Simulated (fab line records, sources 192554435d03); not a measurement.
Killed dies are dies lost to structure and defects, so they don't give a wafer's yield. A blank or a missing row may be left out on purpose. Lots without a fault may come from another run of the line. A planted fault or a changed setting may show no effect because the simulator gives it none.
fab line records | flow n5_finfet
record lots=5 wafers=15 last_day=17
route steps=1938 shown MOL_CONTACT_COAG@605 BEOL_M4@1111 PASSIVATION@1936
lots that met no fault: from a run of the same line without faults
start_h: hours from the record's first day to the start of the lot's first wafer shown | wait_h: hours since the lot's step before | " the same as in the row above | L1.1+2: a row that stands for several wafers | - no value, or no start given | * or withheld: withheld | < > ~ a bound
route shown NAME@n: a module of which the file shows steps, and the number in the route of the first | usual: mean/standard deviation of fault-free wafers | same: alike in all rows | chamber/n: place in a boat | sites: the reading at each site | _std_site: their standard deviation | _edge_site: outer sites' mean less inner sites' | radius_mm: how far each site lies from the wafer's centre | mask NAME#n: copy n | behind: the tool/chamber that last shaped the wafer | hold: why the lot was held/for how many hours/how that ended | device: the transistor (n, p or np) that didn't switch | end of line: the same wafers' tests at the end of the route | a step without rows: its recipe alone | killed: dies lost to structure and defects at the first sort, not the wafer's yield | map: a wafer's dies, x killed, . not, _ none there
set.NAME: the setting as run; set.NAME@STEP: as run at that earlier step | model.NAME: the simulator's own value behind a step, which no gauge read
lots at some steps of the route; a table a step, a row a wafer
services: from which hour (start_h, from the record's first day; less than 0 if before it) a tool's chamber was out of use, for how many hours, and why
## steps
# step N5_MOL_CONTACT_COAG_DESCUM_45
# recipe chemistry=O2 time_s=7 source_power_w=50 bias_power_w=20 pressure_mtorr=20 rf_frequency_hz=2.712e+07 temp_c=40 resist=CAR-EUV o2_flow_sccm=225
# step N5_MOL_CONTACT_COAG_ETCH_65
# recipe chemistry=N2/H2 target=underlayer target_depth_a=130 mask_material=CAR-EUV time_s=10.4 ion_energy_ev=200 pressure_mtorr=30 source_w=840 bias_w=150 n2_flow_sccm=200 h2_flow_sccm=200 ends=cleared
# step N5_MOL_CONTACT_COAG_ETCH_66
# recipe chemistry=CF4 target=SiARC target_depth_a=130 mask_material=CAR-EUV time_s=21.7 ion_energy_ev=80 pressure_mtorr=40 source_w=545 bias_w=36 Ar_flow_sccm=100 cf4_flow_sccm=100 ends=cleared
# step N5_MOL_CONTACT_COAG_ALD_133
# recipe material=SiO2 target_thk_a=50 temp_c=100 ald_precursor_family=BDEAS ald_co_reactant=O2-plasma pulse_time_s=1 co_reactant_pulse_time_s=1 purge_time_s=2 co_reactant_purge_time_s=2 ald_cycles=35 pressure_torr=2
# step N5_MOL_CONTACT_COAG_ETCHBACK_134
# recipe chemistry=CHF3 target=SiO2 target_depth_a=100 time_s=6.7 ion_energy_ev=200 pressure_mtorr=30 source_w=610 bias_w=170 Ar_flow_sccm=200 CHF3_flow_sccm=50
# step N5_MOL_CONTACT_COAG_ETCH_67
# recipe chemistry=N2/H2 target=SOC target_depth_a=600 overetch_a=210 mask_material=SiARC temp_c=40 time_s=101.2 ion_energy_ev=200 pressure_mtorr=30 source_w=840 bias_w=150 n2_flow_sccm=200 h2_flow_sccm=200
# step N5_MOL_CONTACT_COAG_STRIP_68
# recipe chemistry=N2/H2 temp_c=40 n2_flow_sccm=200 h2_flow_sccm=200 rf_frequency_hz=6e+07
# step N5_MOL_CONTACT_COAG_STRIP_69
# recipe chemistry=N2/H2 temp_c=40 n2_flow_sccm=200 h2_flow_sccm=200 rf_frequency_hz=6e+07
# step N5_MOL_CONTACT_COAG_ETCHBACK_136
# recipe chemistry=CHF3 target=SiO2 target_depth_a=250 time_s=16.7 ion_energy_ev=200 pressure_mtorr=30 source_w=610 bias_w=170 Ar_flow_sccm=200 CHF3_flow_sccm=50
# step N5_MOL_CONTACT_COAG_STRIP_120
# recipe chemistry=CHF3 resist=SiARC rf_frequency_hz=6e+07
# step N5_MOL_CONTACT_COAG_VIA_ETCH_117
# recipe chemistry=C4F6/O2 target_depth_a=400 overetch_a=80 mask_material=SOC target=SiO2 bias_w=455 pressure_mtorr=10 time_s=26 source_w=325 Ar_flow_sccm=300 C4F6_flow_sccm=10 O2_flow_sccm=10 ion_energy_ev=575.3 ends=end_point
# step N5_MOL_CONTACT_COAG_ETCH_124
# recipe chemistry=CH3F/O2 target=SiNx target_depth_a=65 mask_material=SOC stop_on=SiOC over_etch_frac=0.3 ion_energy_ev=120 pressure_mtorr=30 source_w=395 bias_w=73 Ar_flow_sccm=150 CH3F_flow_sccm=30 O2_flow_sccm=20 ends=end_point
# usual CH3F_flow_sccm=30.00/0.084 O2_flow_sccm=20.01/0.062 bias_w=72.99/0.24 drypump_motor_current_A=5.9/0.45 oes_product_au=0.69/0.062 rf_vpp_V=298/3.9 showerhead_plenum_p_Torr=2.05/0.061 throttle_valve_pct=16.22/0.29
# columns lot.wafer tool chamber start_h wait_h CH3F_flow_sccm O2_flow_sccm bias_w drypump_motor_current_A oes_product_au rf_hours_counter_h rf_vpp_V showerhead_plenum_p_Torr throttle_valve_pct model.SOC_of_MOL_CONTACT_COAG_COAT_62.thk_nm
L224.2 rie_diel-04 0 104.90 0.0 29.97 20.11 72.59 5.0 0.78 26 297 1.96 16.45 48.2
L224.3 " 3 " " 29.92 20.01 73.12 6.3 0.72 52 300 2.03 15.94 48.2
L224.5 " 1 " " 29.94 20.04 72.78 5.8 0.60 - 294 2.07 16.20 48.8
L231.2 rie_diel-04 0 156.94 0.0 - - - - - - - - - 51.6
L231.3 " 1 " " - - - - - - - - - 51.8
L231.4 " 3 " " - - - - - - - - - 51.4
L232.1 rie_diel-04 2 163.39 0.0 - - - - - - - - - 51.4
L232.5 " 3 " " - - - - - - - - - 51.4
L232.6 " 0 " " - - - - - - - - - 51.4
L234.2 rie_diel-04 2 164.04 0.0 - - - - - - - - - 51.8
L234.5 " 1 " " - - - - - - - - - 52.2
L234.6 " 0 " " - - - - - - - - - 51.6
L242.1 rie_diel-05 1 225.17 0.0 30.08 19.95 73.21 5.8 0.63 164 300 2.10 16.85 48.2
L242.2 " 0 " " 30.00 20.07 73.15 6.2 0.73 47 296 2.10 15.94 49.2
L242.6 " 1 " " 30.07 19.91 72.98 5.8 0.63 - 298 2.10 16.85 48.4
# step N5_MOL_CONTACT_COAG_ETCH_48
# recipe chemistry=C4F6/O2 target_depth_a=150 overetch_a=45 mask_material=SOC target=SiOC bias_w=465 pressure_mtorr=10 time_s=17 source_w=335 Ar_flow_sccm=300 C4F6_flow_sccm=10 O2_flow_sccm=10 ion_energy_ev=576
# usual C4F6_flow_sccm=9.997/0.03 O2_flow_sccm=10.000/0.029 bias_w=465.1/1.5 drypump_motor_current_A=5.9/0.44 oes_product_au=0.67/0.072 rf_vpp_V=1593/20 showerhead_plenum_p_Torr=2.91/0.082 throttle_valve_pct=40.4/0.76
# columns lot.wafer tool chamber start_h wait_h C4F6_flow_sccm O2_flow_sccm bias_w drypump_motor_current_A oes_product_au rf_hours_counter_h rf_vpp_V showerhead_plenum_p_Torr throttle_valve_pct model.SOC_of_MOL_CONTACT_COAG_COAT_62.thk_nm
L224.2 rie_diel-04 0 104.94 0.0 10.043 9.992 466.4 5.0 0.73 26 1584 2.79 41.4 45.4
L224.3 " 3 " " 10.016 10.007 465.5 6.3 0.77 52 1596 2.87 40.1 45.4
L224.5 " 1 " " 9.994 10.021 467.9 5.8 0.60 - 1580 2.94 40.3 46.2
L231.2 rie_diel-04 0 156.98 0.0 10.002 9.975 465.8 4.9 0.71 43 1582 2.78 41.4 49
L231.3 " 1 " " 10.019 10.019 467.0 5.8 0.65 221 1579 2.93 40.3 49.4
L231.4 " 3 " " 10.028 10.010 465.0 6.3 0.67 68 1596 2.87 40.1 48.8
L232.1 rie_diel-04 2 163.43 0.0 9.999 10.049 465.5 6.2 0.65 83 1585 3.00 40.0 48.6
L232.5 " 3 " " 10.040 10.038 463.6 6.3 0.63 - 1594 2.87 40.1 48.8
L232.6 " 0 " " 9.983 10.010 463.4 5.0 0.77 - 1583 2.78 41.5 48.8
L234.2 rie_diel-04 2 164.08 0.0 9.985 9.961 464.7 6.3 0.63 83 1586 3.00 40.0 49.2
L234.5 " 1 " " 10.022 9.992 463.7 5.8 0.59 - 1578 2.93 40.2 49.6
L234.6 " 0 " " 9.982 9.975 465.9 5.0 0.69 - 1585 2.78 41.5 48.8
L242.1 rie_diel-05 1 225.21 0.0 9.966 9.960 466.6 5.9 0.59 164 1599 2.97 41.7 45.6
L242.2 " 0 " " 9.990 10.001 466.6 6.2 0.69 47 1575 2.98 39.8 46.6
L242.6 " 1 " " 9.955 9.997 464.8 5.8 0.55 - 1600 2.97 41.7 45.8
# step N5_MOL_CONTACT_COAG_STRIP_72
# recipe chemistry=N2/H2 power_w=450 temp_c=40 pressure_mtorr=20 rf_frequency_hz=6e+07 overash_fraction=3 bias_power_w=7 h2_frac=0.5 n2_flow_sccm=200 h2_flow_sccm=200
# step N5_BEOL_M4_RC_MEAS_101
# usual DIBL_N=35.3/2.5 DIBL_P=35/3.3 IOFF_N=0.15/0.049 IOFF_P=0.20/0.056 ION_N=673/16 ION_P=462/10 SS_N=71.2/0.85 SS_P=73.0/0.97 VT_N=252/4.9 VT_P=-251/5
# columns lot.wafer tool chamber start_h wait_h DIBL_N[mV/V] DIBL_P[mV/V] IOFF_N[nA/um] IOFF_P[nA/um] ION_N[uA/um] ION_P[uA/um] SS_N[mV/dec] SS_P[mV/dec] VT_N[mV] VT_P[mV]
L224.2 prober-02 0 186.23 0.2 36.3 38 0.17 0.20 682 460 71.3 73.5 250 -253
L224.3 " 0 " " 39.1 41 0.22 0.24 684 458 73.2 73.9 250 -250
L224.5 " 0 " " 38.1 40 0.19 0.21 678 460 72.3 73.4 245 -252
L242.1 prober-01 0 296.93 0.0 35.4 34 0.13 0.18 655 457 70.7 72.7 253 -250
L242.2 " 0 " " 32.5 32 0.11 0.17 658 458 69.9 73.1 254 -252
L242.6 " 0 " " 33.8 33 0.12 0.17 659 456 70.6 73.9 253 -251
# step N5_PASSIVATION_PROBE_49
# usual killed_at_M0_to_M3=33/9.9 killed_at_M4_up=15/5.6 killed_at_contacts=13/5.7 killed_at_front_end=38/12 killed_at_other=4/3.1 killed_dies=103/17 killed_on_rim=13/4 killed_open=66/13 killed_short=32/7.8
# same gross_dies=1180 killed_at_back_side=0
# columns lot.wafer tool chamber start_h wait_h killed_at_M0_to_M3 killed_at_M4_up killed_at_contacts killed_at_front_end killed_at_other killed_dies killed_on_rim killed_open killed_short
L231.2 prober-01 - 335.23 0.1 24 7 1112 28 9 1180 152 49 29
L231.3 prober-01 - 335.28 0.1 29 23 1086 35 7 1180 152 68 36
L231.4 prober-01 - 335.33 0.2 33 8 1095 40 4 1180 152 50 44
L232.1 prober-01 - 340.32 0.0 49 14 1074 42 1 1180 152 60 51
L232.5 prober-01 - 340.52 0.2 30 15 1115 18 2 1180 152 51 24
L232.6 prober-01 - 340.57 0.3 34 25 1096 24 1 1180 152 70 24
L234.2 prober-02 - 345.99 0.1 17 8 1124 29 2 1180 152 48 26
L234.5 prober-02 - 346.14 0.2 22 12 1104 42 0 1180 152 63 22
L234.6 prober-02 - 346.19 0.3 22 14 1130 13 1 1180 152 39 21
L242.1 prober-01 - 408.14 0.0 32 22 10 52 0 116 15 73 38
L242.2 prober-01 - 408.19 0.1 24 16 5 44 6 95 15 57 35
L242.6 prober-01 - 408.39 0.3 33 10 5 42 0 90 12 58 28
# killed by level:class
L231.2 MOL_CONTACT_COAG:area_etch=1100 MOL_CONTACT_COAG:geometric_particle:open=9 BEOL_M0_SAQP:geometric_particle:short=6 FIN_SAQP:geometric_particle:open=5 STI_FIN_REVEAL:geometric_particle:open=5 BEOL_M1:geometric_particle:open=5 STARTING-WAFER:geometric_particle:short=4 BEOL_M2:geometric_particle:open=4
L231.3 MOL_CONTACT_COAG:area_etch=1076 BEOL_M4:geometric_particle:open=13 FIN_SAQP:geometric_particle:short=10 FIN_SAQP:geometric_particle:open=8 BEOL_M0_SAQP:geometric_particle:open=8 MOL_CONTACT_COAG:geometric_particle:open=7 STI_FIN_REVEAL:geometric_particle:open=6 BEOL_M0_SAQP:geometric_particle:short=5
L231.4 MOL_CONTACT_COAG:area_etch=1085 BEOL_M1:geometric_particle:open=11 GATE_CUT:geometric_particle:short=9 FIN_SAQP:geometric_particle:short=8 BEOL_M0_SAQP:geometric_particle:short=8 MOL_CONTACT_COAG:geometric_particle:open=7 BEOL_M3:geometric_particle:open=7 STI_FIN_REVEAL:geometric_particle:open=6
L232.1 MOL_CONTACT_COAG:area_etch=1068 BEOL_M3:geometric_particle:open=10 FIN_SAQP:geometric_particle:short=9 BEOL_M2:geometric_particle:open=9 BEOL_M0_SAQP:geometric_particle:short=6 STI_FIN_REVEAL:geometric_particle:open=5 BEOL_M0_SAQP:geometric_particle:open=5 BEOL_M1:geometric_particle:open=5
L232.5 MOL_CONTACT_COAG:area_etch=1104 MOL_CONTACT_COAG:geometric_particle:open=10 STI_FIN_REVEAL:geometric_particle:open=9 BEOL_M0_SAQP:geometric_particle:short=9 BEOL_M0_SAQP:geometric_particle:open=6 BEOL_M4:geometric_particle:open=4 BEOL_M5:geometric_particle:open=4 FIN_SAQP:geometric_particle:short=3
L232.6 MOL_CONTACT_COAG:area_etch=1085 BEOL_M4:geometric_particle:open=12 STI_FIN_REVEAL:geometric_particle:open=10 MOL_CONTACT_COAG:geometric_particle:open=9 BEOL_M3:geometric_particle:open=9 BEOL_M0_SAQP:geometric_particle:short=6 BEOL_M2:geometric_particle:open=6 BEOL_M5:geometric_particle:open=5
L234.2 MOL_CONTACT_COAG:area_etch=1104 MOL_CONTACT_COAG:geometric_particle:open=17 STI_FIN_REVEAL:geometric_particle:open=7 BEOL_M0_SAQP:geometric_particle:open=6 GATE_CUT:geometric_particle:short=5 BEOL_M0_SAQP:geometric_particle:short=5 MOL_CONTACT_COAG:geometric_particle:short=3 STARTING-WAFER:geometric_particle:open=3
L234.5 MOL_CONTACT_COAG:area_etch=1095 STI_FIN_REVEAL:geometric_particle:open=18 STI_FIN_REVEAL:geometric_particle:short=6 MOL_CONTACT_COAG:geometric_particle:open=6 BEOL_M1:geometric_particle:open=6 BEOL_M0_SAQP:geometric_particle:open=5 BEOL_M2:geometric_particle:open=5 STARTING-WAFER:geometric_particle:open=5
L234.6 MOL_CONTACT_COAG:area_etch=1120 MOL_CONTACT_COAG:geometric_particle:open=8 BEOL_M0_SAQP:geometric_particle:short=8 BEOL_M0_SAQP:geometric_particle:open=6 BEOL_M4:geometric_particle:open=4 BEOL_M1:geometric_particle:open=3 BEOL_M2:geometric_particle:open=3 BEOL_M6:geometric_particle:open=3
L242.1 FIN_SAQP:geometric_particle:short=16 FIN_SAQP:geometric_particle:open=9 MOL_CONTACT_COAG:geometric_particle:open=8 BEOL_M0_SAQP:geometric_particle:open=8 BEOL_M0_SAQP:geometric_particle:short=7 STI_FIN_REVEAL:geometric_particle:open=6 BEOL_M3:geometric_particle:open=6 BEOL_M5:geometric_particle:open=6
L242.2 DUMMY_GATE:geometric_particle:open=10 FIN_SAQP:geometric_particle:short=8 BEOL_M0_SAQP:geometric_particle:short=8 FIN_SAQP:geometric_particle:open=6 BEOL_M0_SAQP:geometric_particle:open=5 BEOL_M5:geometric_particle:short=4 MOL_CONTACT_COAG:geometric_particle:open=4 STARTING-WAFER:geometric_particle:open=4
L242.6 FIN_SAQP:geometric_particle:open=12 BEOL_M1:geometric_particle:open=10 BEOL_M0_SAQP:geometric_particle:short=8 FIN_SAQP:geometric_particle:short=6 BEOL_M0_SAQP:geometric_particle:open=6 DUMMY_GATE:geometric_particle:open=5 STI_FIN_REVEAL:geometric_particle:open=4 MOL_CONTACT_COAG:geometric_particle:open=4
# map L231.2 (x killed, . not)
_________________xxxxxxxxxxxx________________
______________xxxxxxxxxxxxxxxxxx_____________
___________xxxxxxxxxxxxxxxxxxxxxxxx__________
__________xxxxxxxxxxxxxxxxxxxxxxxxxx_________
________xxxxxxxxxxxxxxxxxxxxxxxxxxxxxx_______
_______xxxxxxxxxxxxxxxxxxxxxxxxxxxxxxxx______
______xxxxxxxxxxxxxxxxxxxxxxxxxxxxxxxxxx_____
_____xxxxxxxxxxxxxxxxxxxxxxxxxxxxxxxxxxxx____
____xxxxxxxxxxxxxxxxxxxxxxxxxxxxxxxxxxxxxx___
___xxxxxxxxxxxxxxxxxxxxxxxxxxxxxxxxxxxxxxxx__
___xxxxxxxxxxxxxxxxxxxxxxxxxxxxxxxxxxxxxxxx__
__xxxxxxxxxxxxxxxxxxxxxxxxxxxxxxxxxxxxxxxxxx_
__xxxxxxxxxxxxxxxxxxxxxxxxxxxxxxxxxxxxxxxxxx_
_xxxxxxxxxxxxxxxxxxxxxxxxxxxxxxxxxxxxxxxxxxxx
_xxxxxxxxxxxxxxxxxxxxxxxxxxxxxxxxxxxxxxxxxxxx
_xxxxxxxxxxxxxxxxxxxxxxxxxxxxxxxxxxxxxxxxxxxx
_xxxxxxxxxxxxxxxxxxxxxxxxxxxxxxxxxxxxxxxxxxxx
_xxxxxxxxxxxxxxxxxxxxxxxxxxxxxxxxxxxxxxxxxxxx
_xxxxxxxxxxxxxxxxxxxxxxxxxxxxxxxxxxxxxxxxxxxx
_xxxxxxxxxxxxxxxxxxxxxxxxxxxxxxxxxxxxxxxxxxxx
_xxxxxxxxxxxxxxxxxxxxxxxxxxxxxxxxxxxxxxxxxxxx
__xxxxxxxxxxxxxxxxxxxxxxxxxxxxxxxxxxxxxxxxxx_
__xxxxxxxxxxxxxxxxxxxxxxxxxxxxxxxxxxxxxxxxxx_
___xxxxxxxxxxxxxxxxxxxxxxxxxxxxxxxxxxxxxxxx__
___xxxxxxxxxxxxxxxxxxxxxxxxxxxxxxxxxxxxxxxx__
____xxxxxxxxxxxxxxxxxxxxxxxxxxxxxxxxxxxxxx___
_____xxxxxxxxxxxxxxxxxxxxxxxxxxxxxxxxxxxx____
______xxxxxxxxxxxxxxxxxxxxxxxxxxxxxxxxxx_____
_______xxxxxxxxxxxxxxxxxxxxxxxxxxxxxxxx______
________xxxxxxxxxxxxxxxxxxxxxxxxxxxxxx_______
__________xxxxxxxxxxxxxxxxxxxxxxxxxx_________
___________xxxxxxxxxxxxxxxxxxxxxxxx__________
______________xxxxxxxxxxxxxxxxxx_____________
_________________xxxxxxxxxxxx________________
# map L232.1 (x killed, . not)
_________________xxxxxxxxxxxx________________
______________xxxxxxxxxxxxxxxxxx_____________
___________xxxxxxxxxxxxxxxxxxxxxxxx__________
__________xxxxxxxxxxxxxxxxxxxxxxxxxx_________
________xxxxxxxxxxxxxxxxxxxxxxxxxxxxxx_______
_______xxxxxxxxxxxxxxxxxxxxxxxxxxxxxxxx______
______xxxxxxxxxxxxxxxxxxxxxxxxxxxxxxxxxx_____
_____xxxxxxxxxxxxxxxxxxxxxxxxxxxxxxxxxxxx____
____xxxxxxxxxxxxxxxxxxxxxxxxxxxxxxxxxxxxxx___
___xxxxxxxxxxxxxxxxxxxxxxxxxxxxxxxxxxxxxxxx__
___xxxxxxxxxxxxxxxxxxxxxxxxxxxxxxxxxxxxxxxx__
__xxxxxxxxxxxxxxxxxxxxxxxxxxxxxxxxxxxxxxxxxx_
__xxxxxxxxxxxxxxxxxxxxxxxxxxxxxxxxxxxxxxxxxx_
_xxxxxxxxxxxxxxxxxxxxxxxxxxxxxxxxxxxxxxxxxxxx
_xxxxxxxxxxxxxxxxxxxxxxxxxxxxxxxxxxxxxxxxxxxx
_xxxxxxxxxxxxxxxxxxxxxxxxxxxxxxxxxxxxxxxxxxxx
_xxxxxxxxxxxxxxxxxxxxxxxxxxxxxxxxxxxxxxxxxxxx
_xxxxxxxxxxxxxxxxxxxxxxxxxxxxxxxxxxxxxxxxxxxx
_xxxxxxxxxxxxxxxxxxxxxxxxxxxxxxxxxxxxxxxxxxxx
_xxxxxxxxxxxxxxxxxxxxxxxxxxxxxxxxxxxxxxxxxxxx
_xxxxxxxxxxxxxxxxxxxxxxxxxxxxxxxxxxxxxxxxxxxx
__xxxxxxxxxxxxxxxxxxxxxxxxxxxxxxxxxxxxxxxxxx_
__xxxxxxxxxxxxxxxxxxxxxxxxxxxxxxxxxxxxxxxxxx_
___xxxxxxxxxxxxxxxxxxxxxxxxxxxxxxxxxxxxxxxx__
___xxxxxxxxxxxxxxxxxxxxxxxxxxxxxxxxxxxxxxxx__
____xxxxxxxxxxxxxxxxxxxxxxxxxxxxxxxxxxxxxx___
_____xxxxxxxxxxxxxxxxxxxxxxxxxxxxxxxxxxxx____
______xxxxxxxxxxxxxxxxxxxxxxxxxxxxxxxxxx_____
_______xxxxxxxxxxxxxxxxxxxxxxxxxxxxxxxx______
________xxxxxxxxxxxxxxxxxxxxxxxxxxxxxx_______
__________xxxxxxxxxxxxxxxxxxxxxxxxxx_________
___________xxxxxxxxxxxxxxxxxxxxxxxx__________
______________xxxxxxxxxxxxxxxxxx_____________
_________________xxxxxxxxxxxx________________
## services
# columns tool chamber start_h hours kind
rie_diel-05 2 133.03 8.9 repair
rie_diel-04 - 137.93 0.3 repair
## key
first_sign step=N5_MOL_CONTACT_COAG_ETCH_124 reading=tool_record direction=missing
effect step=N5_PASSIVATION_PROBE_49 reading=killed_at_contacts direction=up sigmas=99+ usual=13 struck=1104
model_effect step=N5_MOL_CONTACT_COAG_ETCH_124 value=SOC_of_MOL_CONTACT_COAG_COAT_62.thk_nm without=48.56 struck=51.62
model_effect step=N5_MOL_CONTACT_COAG_ETCH_48 value=SOC_of_MOL_CONTACT_COAG_COAT_62.thk_nm without=45.87 struck=49
more_kills_born_at N5_MOL_CONTACT_COAG_ETCH_124@rie_diel-04=9837
met_at N5_MOL_CONTACT_COAG_ETCH_124
struck_wafers L231.2,L231.3,L231.4,L232.1,L232.5,L232.6,L234.2,L234.5,L234.6
later_rows_left_out L231.2,L231.3,L231.4,L232.1,L232.5,L232.6,L234.2,L234.5,L234.6
tester_left_out L231,L232,L234
onset_between 104.90 156.94
fault kind=skipped_step_whole tool=rie_diel-04 chamber=- onset_h=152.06 steps=N5_MOL_CONTACT_COAG_ETCH_124 scope=struck_lots_only
# tester_left_out: of these lots the tester's yield and bins aren't shown, on N5 and GAA mostly nor the transistor test; their killed dies are dies lost to structure and defects alone, not to doping, threshold or leakage, so they don't give the yield
# later_rows_left_out: the simulator's readings of these wafers behind a module that went badly wrong aren't trusted and aren't shown, but for the sort
